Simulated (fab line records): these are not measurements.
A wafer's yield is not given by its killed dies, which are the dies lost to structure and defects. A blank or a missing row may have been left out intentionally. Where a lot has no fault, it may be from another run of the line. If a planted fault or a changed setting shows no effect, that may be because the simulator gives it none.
Split-lot experiment -- flow n5_finfet -- 7 lots, 21 wafers read, on a route of 1938 steps

== SPLIT DETAILS ==
At N5_BEOL_M2_TRENCH_ETCH_37 (etches SiOC in C4F6/O2, target depth 55.555 nm, time 29.2 s), the setting bias_w was moved away from the recipe's 185 W on 10 of the 21 wafers read, by -17.6% to +13.9%. The other wafers ran this setting at the recipe's value.

Reading taken at the split's own step.

== THE READING ==
rf_vpp_V, in V, at N5_BEOL_M2_TRENCH_ETCH_37 (etches SiOC in C4F6/O2, target depth 55.555 nm, time 29.2 s). A value of 667 V with a standard deviation of 10 V is what fault-free wafers of this fab line usually give.

wafer,"tool, chamber at the split","bias_w as run, W",against the recipe,"rf_vpp_V, V",against lot-mates on the recipe
L075.1,"rie_diel-04, 1",185,recipe,654,-
L075.5,"rie_diel-04, 2",185,recipe,653,-
L075.6,"rie_diel-04, 1",185,recipe,653,-
L083.2,"rie_diel-01, 2",185,recipe,677,-
L083.5,"rie_diel-01, 3",185,recipe,660,-
L083.6,"rie_diel-01, 2",185,recipe,676,-
L086.2,"rie_diel-01, 0",152.4,-17.6%,586,no lot-mate on the recipe
L086.3,"rie_diel-01, 3",152.4,-17.6%,563,no lot-mate on the recipe
L086.4,"rie_diel-01, 1",152.4,-17.6%,573,no lot-mate on the recipe
L087.1,"rie_diel-04, 3",210.8,+13.9%,734,+80
L087.4,"rie_diel-04, 2",210.8,+13.9%,723,+69
L087.6,"rie_diel-04, 1",185,recipe,654,-
L090.1,"rie_diel-04, 1",199.9,+8.1%,695,no lot-mate on the recipe
L090.4,"rie_diel-04, 0",199.9,+8.1%,703,no lot-mate on the recipe
L090.5,"rie_diel-04, 0",199.9,+8.1%,701,no lot-mate on the recipe
L091.2,"rie_diel-04, 2",185,recipe,653,-
L091.4,"rie_diel-04, 1",185,recipe,654,-
L091.6,"rie_diel-04, 2",185,recipe,653,-
L095.1,"rie_diel-01, 1",185,recipe,668,-
L095.2,"rie_diel-01, 0",205.3,+11.0%,745,+77
L095.3,"rie_diel-01, 2",205.3,+11.0%,735,+67

THE FIT
A straight line over all 21 wafers: rf_vpp_V changes by +5.2 V for each +1% of bias_w; r = +0.98; the points scatter about the line by 11 V.
The same after taking each lot's own level away (the mean of its wafers on the recipe; 15 wafers): +5.78 V for each +1%; r = +0.98; scatter 6.3 V.
That fit puts the effect of the largest move of bias_w on the reading at 1e+02 V.
From 653.3 to 671.0 V: that is the span of the lots' own levels, equal to 1.8 times the standard deviation above.
Thus the slope moves with the lot-to-lot level: the two fits are different.
Check: with one of the wafers moved furthest among these (+13.9%) left out of the fit, the line predicts +81.4 V for it against its lot-mates. It came out at +80 V against them.
Tool readings at the split's step, against how far the setting was moved: rf_vpp_V r = +0.98.

== ADDITIONAL SPLITS CARRIED BY THESE WAFERS ==
Note: prior to the reading, these wafers also went through further splits. Each is held against what the fit with the lots' levels taken away leaves over:
other split on the same wafers,wafers away from the commonest value,r with rf_vpp_V (lot level and that fit taken away)
N5_BEOL_M0_SAQP_SPACER1_ALD_98 ald_cycles,8,+0.49
N5_BEOL_M1_COAT_61 spin_rpm,10,+0.28
N5_BEOL_M1_COAT_05 spin_rpm,12,-0.06
N5_BEOL_M2_ETCH_70 time_s,8,-0.35

== THE WHOLE CHAIN: every reading that the file lists as answering this split, in the file's order ==
step,what it does,reading,change (the file's fit),r (the file's)
N5_BEOL_M2_TRENCH_ETCH_37,"etches SiOC in C4F6/O2, target depth 55.555 nm, time 29.2 s",rf_vpp_V,+5.83 V for each +1% of the setting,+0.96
N5_BEOL_M2_TRENCH_ETCH_37,"etches SiOC in C4F6/O2, target depth 55.555 nm, time 29.2 s","BEOL_M2.feature_depth_nm (the simulator's own value, which no gauge read)",+0.158 nm for each +1% of the setting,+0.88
N5_BEOL_M2_TRENCH_ETCH_37,"etches SiOC in C4F6/O2, target depth 55.555 nm, time 29.2 s","etch.depth_nm (the simulator's own value, which no gauge read)",+0.166 nm for each +1% of the setting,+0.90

== FILE'S OWN FIT ==
rf_vpp_V changes by +5.83 V for each +1% of bias_w, r = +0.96.
